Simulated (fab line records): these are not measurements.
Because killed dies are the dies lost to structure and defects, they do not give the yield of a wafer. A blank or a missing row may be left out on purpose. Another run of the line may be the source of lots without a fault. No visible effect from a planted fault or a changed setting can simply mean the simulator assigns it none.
Chamber matching | flow n5_finfet | 4 sister chambers for N5_BEOL_M4_ETCH_77 on rie_diel-02
The step etches underlayer in N2/H2, target depth 6.5 nm, time 5.2 s. 18 wafers are shown with their chamber, then 9 later ones without.

== EACH WAFER AND ITS CHAMBER ==
wafer  | chamber | showerhead_plenum_p_Torr (Torr) | drypump_motor_current_A (A) | oes_product_au (a.u.)
L078.2 | 0       | 2.46                            | 6.4                         | 0.71
L078.3 | 3       | 2.60                            | 5.5                         | 0.78
L078.6 | 1       | 2.51                            | 6.0                         | 0.59
L082.1 | 2       | 2.63                            | 5.9                         | 0.62
L082.2 | 3       | 2.60                            | 5.5                         | 0.74
L082.5 | 2       | 2.63                            | 5.9                         | 0.61
L084.2 | 1       | 2.51                            | 6.1                         | 0.60
L084.3 | 0       | 2.45                            | 6.3                         | 0.71
L084.5 | 3       | 2.60                            | 5.5                         | 0.74
L083.3 | 0       | 2.45                            | 6.4                         | 0.72
L083.4 | 1       | 2.51                            | 6.1                         | 0.60
L083.6 | 3       | 2.60                            | 5.5                         | 0.75
L089.3 | 0       | 2.45                            | 6.3                         | 0.70
L089.5 | 1       | 2.50                            | 6.1                         | 0.57
L089.6 | 2       | 2.63                            | 5.9                         | 0.61
L088.1 | 0       | 2.45                            | 6.4                         | 0.72
L088.2 | 1       | 2.50                            | 6.1                         | 0.58
L088.4 | 2       | 2.63                            | 5.9                         | 0.61

SIGNATURES, as means of the wafers listed above
reading                  | chamber 0 | chamber 1 | chamber 2 | chamber 3 | scatter within a chamber
showerhead_plenum_p_Torr | 2.4520    | 2.5060    | 2.6300    | 2.6000    | 0.00378
drypump_motor_current_A  | 6.360     | 6.080     | 5.900     | 5.500     | 0.0378
oes_product_au           | 0.7120    | 0.5880    | 0.6125    | 0.7525    | 0.0123
Rule: distance of a wafer from a chamber = root of the sum over the readings of ((wafer's reading minus chamber's mean) / reading's scatter) squared. If the next closest chamber is less than 2 further off than the closest, the wafer can't be placed; otherwise it belongs to the closest. How the scatter is found: for the shown wafers, subtract from each reading the mean of its chamber, square and add these, divide the total by (wafers less chambers), then take the root.

== WAFERS WHOSE CHAMBER IS MISSING ==
wafer  | showerhead_plenum_p_Torr (Torr) | drypump_motor_current_A (A) | oes_product_au (a.u.)
L087.2 | 2.45                            | 6.3                         | 0.72
L087.3 | 2.63                            | 5.9                         | 0.61
L087.5 | 2.59                            | 5.5                         | 0.73
L093.1 | 2.44                            | 6.4                         | 0.69
L093.3 | 2.62                            | 5.9                         | 0.60
L093.5 | 2.44                            | 6.4                         | 0.71
L095.3 | 2.59                            | 5.5                         | 0.71
L095.4 | 2.62                            | 5.9                         | 0.60
L095.6 | 2.44                            | 6.3                         | 0.69

== WHICH CHAMBER EACH ONE RAN IN ==
wafer  | from the rows above | in truth
L087.2 | 0                   | 0
L087.3 | 2                   | 2
L087.5 | 3                   | 3
L093.1 | 0                   | 0
L093.3 | 2                   | 2
L093.5 | 0                   | 0
L095.3 | 3                   | 3
L095.4 | 2                   | 2
L095.6 | 0                   | 0
Correctly placed: 9 of 9. From these rows, 0 cannot be placed. Number placed wrongly: 0.
